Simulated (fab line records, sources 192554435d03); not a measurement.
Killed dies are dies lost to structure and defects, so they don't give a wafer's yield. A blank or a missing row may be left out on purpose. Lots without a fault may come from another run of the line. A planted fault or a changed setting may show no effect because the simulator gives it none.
fab line records | flow n5_finfet
record lots=5 wafers=14 last_day=17
route steps=1938 shown BEOL_M3@957 BEOL_M4@1111 PASSIVATION@1936
lots that met no fault: from a run of the same line without faults
start_h: hours from the record's first day to the start of the lot's first wafer shown | wait_h: hours since the lot's step before | " the same as in the row above | L1.1+2: a row that stands for several wafers | - no value, or no start given | * or withheld: withheld | < > ~ a bound
route shown NAME@n: a module of which the file shows steps, and the number in the route of the first | usual: mean/standard deviation of fault-free wafers | same: alike in all rows | chamber/n: place in a boat | sites: the reading at each site | _std_site: their standard deviation | _edge_site: outer sites' mean less inner sites' | radius_mm: how far each site lies from the wafer's centre | mask NAME#n: copy n | behind: the tool/chamber that last shaped the wafer | hold: why the lot was held/for how many hours/how that ended | device: the transistor (n, p or np) that didn't switch | end of line: the same wafers' tests at the end of the route | a step without rows: its recipe alone | killed: dies lost to structure and defects at the first sort, not the wafer's yield | map: a wafer's dies, x killed, . not, _ none there
set.NAME: the setting as run; set.NAME@STEP: as run at that earlier step | model.NAME: the simulator's own value behind a step, which no gauge read
lots at some steps of the route; a table a step, a row a wafer
services: from which hour (start_h, from the record's first day; less than 0 if before it) a tool's chamber was out of use, for how many hours, and why
## steps
# step N5_BEOL_M3_COAT_67
# recipe resist=SOC temp_c=250 time_s=60 spin_rpm=1500 resist_thk_nm=60
# step N5_BEOL_M3_COAT_68
# recipe resist=SiARC temp_c=220 time_s=60 spin_rpm=1500 resist_thk_nm=12
# step N5_BEOL_M3_COAT_76
# recipe resist=underlayer temp_c=205 time_s=60 spin_rpm=1500 resist_thk_nm=5
# step N5_BEOL_M3_COAT_22
# recipe resist=CAR-EUV spin_rpm=1500 resist_thk_nm=30
# step N5_BEOL_M3_EBR_24
# recipe solvent=PGMEA ebr_width_mm=1.5
# step N5_BEOL_M3_SOFTBAKE_23
# recipe temp_c=110 time_s=60 resist=CAR-EUV
# step N5_BEOL_M3_EXPOSE_25
# recipe mask_id=V2 na=0.33 source_shape=quasar sigma_inner=0.2 sigma_outer=0.8 polarization=unpolarized defocus_nm=5 dose_mj=63
# step N5_BEOL_M3_PEB_26
# recipe peb_temp_c=100 peb_time_s=60 resist=CAR-EUV
# step N5_BEOL_M3_DEVELOP_27
# recipe develop_time_s=30 developer=TMAH resist=CAR-EUV rinse_liquid=surfactant_rinse dry=air_spin dev_temp_c=23
# step N5_BEOL_M3_CD_MEAS_28
# recipe target_cd_nm=25.7 landing_energy_ev=500 detector=se_inlens target_cd_y_nm=23.3 polarity=opening
# usual cd_nm=25.61/0.25
# columns lot.wafer tool chamber start_h wait_h cd_nm
L393.1 cd_sem-03 0 153.04 - 25.71
L393.3 " 0 " " 25.74
L393.4 " 0 " " 25.53
L401.1 cd_sem-03 0 210.76 - 25.40
L401.4 " 0 " " 25.74
L401.5 " 0 " " 25.68
L405.1 cd_sem-03 0 229.46 - 25.69
L405.2 " 0 " " 25.85
L405.4 " 0 " " 25.92
L412.1 cd_sem-02 0 273.99 - 25.45
L412.4 " 0 " " 25.83
L413.3 cd_sem-03 0 276.16 - 25.43
L413.4 " 0 " " 25.30
L413.6 " 0 " " 25.43
# step N5_BEOL_M3_OVL_MEAS_29
# recipe points_per_wafer=522
# usual V2_OVL=-0.4/0.61
# columns lot.wafer tool chamber start_h wait_h V2_OVL[nm]
L393.1 overlay-01 0 153.07 0.0 -0.4
L393.3 " 0 " " 0.2
L393.4 " 0 " " -0.8
L401.1 overlay-01 0 210.79 0.0 -0.9
L401.4 " 0 " " -1.0
L401.5 " 0 " " -1.1
L405.1 overlay-01 0 229.49 0.0 0.2
L405.2 " 0 " " 0.3
L405.4 " 0 " " -0.1
L412.1 overlay-02 0 274.02 0.0 0.2
L412.4 " 0 " " -0.1
L413.3 overlay-02 0 276.20 0.0 -0.8
L413.4 " 0 " " 0.0
L413.6 " 0 " " 0.4
# step N5_BEOL_M3_INSPECT_30
# recipe mode=adi inspect_instrument=brightfield
# usual raw_defect_count=417/91
# columns lot.wafer tool chamber start_h wait_h raw_defect_count
L393.1 defect_inspect-02 - 153.13 0.1 271
L393.3 " - " " 285
L393.4 " - " " 391
L401.1 defect_inspect-02 - 210.85 0.1 476
L401.4 " - " " 381
L401.5 " - " " 511
L405.1 defect_inspect-02 - 229.55 0.1 300
L405.2 " - " " 409
L405.4 " - " " 370
L412.1 defect_inspect-02 - 274.08 0.1 351
L412.4 " - " " 334
L413.3 defect_inspect-01 - 276.25 0.0 273
L413.4 " - " " 452
L413.6 " - " " 475
# step N5_BEOL_M3_DESCUM_33
# recipe chemistry=O2 time_s=7 source_power_w=50 bias_power_w=20 pressure_mtorr=20 rf_frequency_hz=2.712e+07 temp_c=40 resist=CAR-EUV o2_flow_sccm=225
# usual drypump_motor_current_A=5.5/0.45 o2_flow_sccm=225.0/0.69 oes_product_au=0.79/0.087 rf_vpp_V=242.6/1.3 showerhead_plenum_p_Torr=2.06/0.065 throttle_valve_pct=20.47/0.25
# columns lot.wafer tool chamber start_h wait_h drypump_motor_current_A o2_flow_sccm oes_product_au rf_hours_counter_h rf_vpp_V showerhead_plenum_p_Torr throttle_valve_pct model.CAR-EUV_of_BEOL_M3_COAT_22.thk_nm
L393.1 rie_diel-03 3 153.16 0.0 5.7 224.4 0.77 143 241.3 2.00 20.74 26.2
L393.3 " 1 " " 5.6 225.6 0.75 178 242.6 2.09 20.46 26
L393.4 " 2 " " 5.2 226.0 0.73 164 243.3 2.18 20.65 26
L401.1 rie_diel-04 3 210.89 0.0 4.9 226.5 0.72 203 242.0 2.06 20.44 26
L401.4 " 2 " " 4.8 225.8 0.89 40 243.0 2.05 20.26 26.2
L401.5 " 0 " " 6.0 224.9 0.78 - 243.4 2.00 20.39 25.2
L405.1 rie_diel-06 0 229.58 0.0 6.4 223.7 0.77 94 243.0 2.09 20.03 26.2
L405.2 " 2 " " 5.7 225.9 0.69 216 243.2 2.06 20.42 26.2
L405.4 " 3 " " 5.0 224.2 0.93 24 243.8 2.14 20.13 26.2
L412.1 rie_diel-03 0 274.69 0.6 5.7 225.2 0.73 163 240.4 1.93 20.64 26
L412.4 " 2 " " 5.2 225.3 0.71 204 244.0 2.16 20.70 26
L413.3 rie_diel-04 1 276.34 0.1 5.5 225.6 0.90 33 243.3 2.14 20.78 26
L413.4 " 0 " " 6.0 222.2 0.76 154 241.3 1.99 20.41 26.2
L413.6 " 1 " " 5.5 224.9 0.91 - 243.9 2.14 20.77 26.2
# step N5_BEOL_M3_ETCH_77
# recipe chemistry=N2/H2 target=underlayer target_depth_a=65 mask_material=CAR-EUV time_s=5.2 ion_energy_ev=200 pressure_mtorr=30 source_w=840 bias_w=150 n2_flow_sccm=200 h2_flow_sccm=200 ends=cleared
# usual drypump_motor_current_A=5.5/0.45 etch_rf_on_time_s=5.23/0.12 oes_product_au=0.67/0.073 rf_vpp_V=523.0/2.5 showerhead_plenum_p_Torr=2.51/0.076 throttle_valve_pct=17.93/0.23
# columns lot.wafer tool chamber start_h wait_h drypump_motor_current_A etch_rf_on_time_s oes_product_au rf_hours_counter_h rf_vpp_V showerhead_plenum_p_Torr throttle_valve_pct
L393.1 rie_diel-03 3 153.20 0.0 5.7 5.37 0.63 143 521.1 2.44 18.16
L393.3 " 1 " " 5.6 5.22 0.63 178 523.3 2.54 17.88
L393.4 " 2 " " 5.2 5.27 0.63 164 528.4 2.65 18.07
L401.1 rie_diel-04 3 210.92 0.0 4.9 5.00 0.62 203 525.5 2.52 18.00
L401.4 " 2 " " 4.8 5.26 0.75 40 520.5 2.49 17.63
L401.5 " 0 " " 6.0 5.09 0.68 - 521.2 2.46 17.99
L405.1 rie_diel-06 0 229.62 0.0 6.4 5.40 0.66 94 522.7 2.56 17.70
L405.2 " 2 " " 5.7 5.30 0.58 216 522.6 2.50 17.81
L405.4 " 3 " " 5.1 5.28 0.77 24 525.1 2.60 17.52
L412.1 rie_diel-03 0 274.73 0.0 5.7 5.35 0.62 163 519.0 2.34 18.11
L412.4 " 2 " " 5.2 5.33 0.60 204 525.0 2.63 18.14
L413.3 rie_diel-04 1 276.38 0.0 5.5 5.06 0.78 33 526.3 2.58 18.12
L413.4 " 0 " " 6.1 5.12 0.67 154 521.9 2.45 17.98
L413.6 " 1 " " 5.5 5.09 0.78 - 525.9 2.58 18.16
# step N5_BEOL_M4_RC_MEAS_101
# usual DIBL_N=35.9/1.7 DIBL_P=35.8/2.2 IOFF_N=0.15/0.03 IOFF_P=0.21/0.036 ION_N=674/12 ION_P=463/7.2 SS_N=71.3/0.59 SS_P=73.1/0.69 VT_N=250/3 VT_P=-251/3.2
# columns lot.wafer tool chamber start_h wait_h DIBL_N[mV/V] DIBL_P[mV/V] IOFF_N[nA/um] IOFF_P[nA/um] ION_N[uA/um] ION_P[uA/um] SS_N[mV/dec] SS_P[mV/dec] VT_N[mV] VT_P[mV]
L393.1 prober-01 0 175.30 0.0 36.5 34.7 0.15 0.19 667 457 70.6 72.4 249 -249
L393.3 " 0 " " 37.5 36.7 0.18 0.22 692 471 70.7 73.5 243 -252
L393.4 " 0 " " 36.2 34.7 0.15 0.18 676 464 70.9 72.9 246 -253
L401.1 prober-02 0 237.32 0.0 34.5 34.1 0.14 0.15 661 445 70.5 73.3 249 -259
L401.4 " 0 " " 35.1 34.5 0.14 0.16 663 446 70.4 73.5 249 -256
L401.5 " 0 " " 33.0 32.9 0.11 0.14 659 448 70.3 73.3 253 -261
L405.1 prober-01 0 255.26 0.0 33.7 32.7 0.12 0.16 666 458 71.5 72.5 255 -255
L405.2 " 0 " " 36.6 37.8 0.18 0.23 682 469 71.6 73.6 247 -248
L405.4 " 0 " " 37.1 37.8 0.18 0.24 683 467 72.0 73.8 249 -249
L412.1 prober-02 0 292.92 0.0 37.5 37.8 0.18 0.26 683 476 71.2 73.2 248 -246
L412.4 " 0 " " 36.1 36.4 0.15 0.26 665 468 71.5 72.7 250 -246
L413.3 prober-02 0 307.67 0.3 37.7 37.0 0.20 0.23 693 470 72.2 73.7 244 -250
L413.4 " 0 " " 35.1 33.8 0.14 0.19 672 461 72.2 72.1 250 -250
L413.6 " 0 " " 36.1 35.1 0.16 0.20 677 457 72.2 73.6 249 -250
# step N5_PASSIVATION_PROBE_49
# usual defect_limited_yield=91.0/1.5 killed_at_M0_to_M3=35/12 killed_at_M4_up=15/5.8 killed_at_contacts=14/7.2 killed_at_front_end=40/10 killed_at_other=3/3 killed_dies=106/18 killed_open=68/14 killed_short=35/7.2 sort_bin_5_function=5.2/0.96 sort_bin_6_memory=3.3/0.69 sort_bin_8_speed=0.00/0.022 sort_n_pass=1074/18 sort_yield_pct=91.0/1.5
# same gross_dies=1180 killed_at_back_side=0 sort_bin_4_leakage[%]=0
# columns lot.wafer tool chamber start_h wait_h defect_limited_yield[%] killed_at_M0_to_M3 killed_at_M4_up killed_at_contacts killed_at_front_end killed_at_other killed_dies killed_open killed_short sort_bin_5_function[%] sort_bin_6_memory[%] sort_bin_8_speed[%] sort_n_pass sort_yield_pct[%]
L393.1 prober-02 - 298.63 0.0 94.2 21 8 2 37 1 69 43 23 3.4 2.2 0 1111 94.2
L393.3 prober-02 - 298.73 0.1 91.2 37 12 11 44 0 104 64 37 5.7 3.1 0 1076 91.2
L393.4 prober-02 - 298.78 0.2 92.4 39 10 2 37 2 90 44 43 4.9 2.2 0 1090 92.4
L401.5 prober-02 - 343.77 0.2 92.4 23 19 14 33 1 90 53 33 4.0 3.4 0 1090 92.4
L413.3 prober-02 - 415.39 0.1 91.7 22 12 10 42 12 98 63 33 5.1 3.1 0 1082 91.7
L413.4 prober-02 - 415.44 0.2 93.1 21 7 14 35 4 81 48 29 3.7 2.7 0 1099 93.1
L413.6 prober-02 - 415.54 0.3 89.7 33 17 7 59 6 122 56 60 6.6 3.1 0 1058 89.7
# killed by level:class
L393.1 FIN_SAQP:geometric_particle:short=10 BEOL_M3:geometric_particle:open=8 BEOL_M2:geometric_particle:open=7 GATE_CUT:geometric_particle:open=4 GATE_CUT:geometric_particle:short=4 STARTING-WAFER:geometric_particle:open=4 STI_FIN_REVEAL:geometric_particle:open=3 FIN_SAQP:geometric_particle:open=2
L393.3 BEOL_M0_SAQP:geometric_particle:short=12 MOL_CONTACT_COAG:geometric_particle:open=9 BEOL_M0_SAQP:geometric_particle:open=9 FIN_SAQP:geometric_particle:short=7 DUMMY_GATE:geometric_particle:open=7 BEOL_M4:geometric_particle:open=7 ILD0:geometric_particle:open=6 BEOL_M1:geometric_particle:open=6
L393.4 BEOL_M0_SAQP:geometric_particle:short=9 FIN_SAQP:geometric_particle:short=8 GATE_CUT:geometric_particle:short=8 BEOL_M3:geometric_particle:open=8 BEOL_M0_SAQP:geometric_particle:open=8 BEOL_M2:geometric_particle:open=6 SPACER0:geometric_particle:short=4 BEOL_M6:geometric_particle:open=4
L401.5 MOL_CONTACT_COAG:geometric_particle:open=13 STI_FIN_REVEAL:geometric_particle:open=8 BEOL_M4:geometric_particle:open=7 FIN_SAQP:geometric_particle:short=5 FIN_SAQP:geometric_particle:open=4 BEOL_M0:geometric_particle:short=4 STARTING-WAFER:geometric_particle:short=4 STI_FIN_REVEAL:geometric_particle:short=3
L413.3 STI_FIN_REVEAL:geometric_particle:open=16 BEOL_M0_SAQP:geometric_particle:open=7 MOL_CONTACT_COAG:geometric_particle:open=7 STARTING-WAFER:geometric_particle:short=6 FIN_SAQP:geometric_particle:open=5 ILD0:geometric_particle:short=5 BEOL_M0_SAQP:geometric_particle:short=5 BEOL_M1:geometric_particle:open=4
L413.4 MOL_CONTACT_COAG:geometric_particle:open=9 BEOL_M0_SAQP:geometric_particle:open=7 BEOL_M0_SAQP:geometric_particle:short=7 FIN_SAQP:geometric_particle:short=6 FIN_SAQP:geometric_particle:open=6 STI_FIN_REVEAL:geometric_particle:open=5 STARTING-WAFER:geometric_particle:open=5 ILD0:geometric_particle:short=4
L413.6 FIN_SAQP:geometric_particle:short=20 BEOL_M0_SAQP:geometric_particle:short=14 FIN_SAQP:geometric_particle:open=12 BEOL_M4:geometric_particle:open=7 MOL_CONTACT_COAG:geometric_particle:open=6 BEOL_M1:geometric_particle:open=6 BEOL_M0_SAQP:geometric_particle:open=5 STI_FIN_REVEAL:geometric_particle:short=4
## services
# columns tool chamber start_h hours kind
rie_diel-04 3 133.22 25.4 repair
rie_diel-04 - 156.34 0.4 repair
rie_diel-04 1 158.58 - clean
rie_diel-04 1 158.58 - consumable_replace:focus_ring
rie_diel-04 1 158.58 11.0 scheduled_down
rie_diel-04 1 158.58 11.0 vent_cycle
rie_diel-03 0 159.43 22.4 repair
rie_diel-06 - 162.87 1.0 repair
rie_diel-06 1 168.49 4.1 repair
rie_diel-03 0 188.15 20.7 repair
rie_diel-06 3 270.89 5.3 repair
rie_diel-06 2 275.62 3.6 repair
## key
first_sign none at tools or gauges
model_effect step=N5_BEOL_M3_DESCUM_33 value=CAR-EUV_of_BEOL_M3_COAT_22.thk_nm without=26 struck=25.2
met_at N5_BEOL_M3_DESCUM_33
struck_wafers L401.5
fault kind=process_parameter_drift tool=rie_diel-04 chamber=- onset_h=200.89 steps=N5_BEOL_M3_DESCUM_33 channel=time_s offset=* shape=step end_h=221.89 scope=struck_wafers_only acts_in=* stated=*
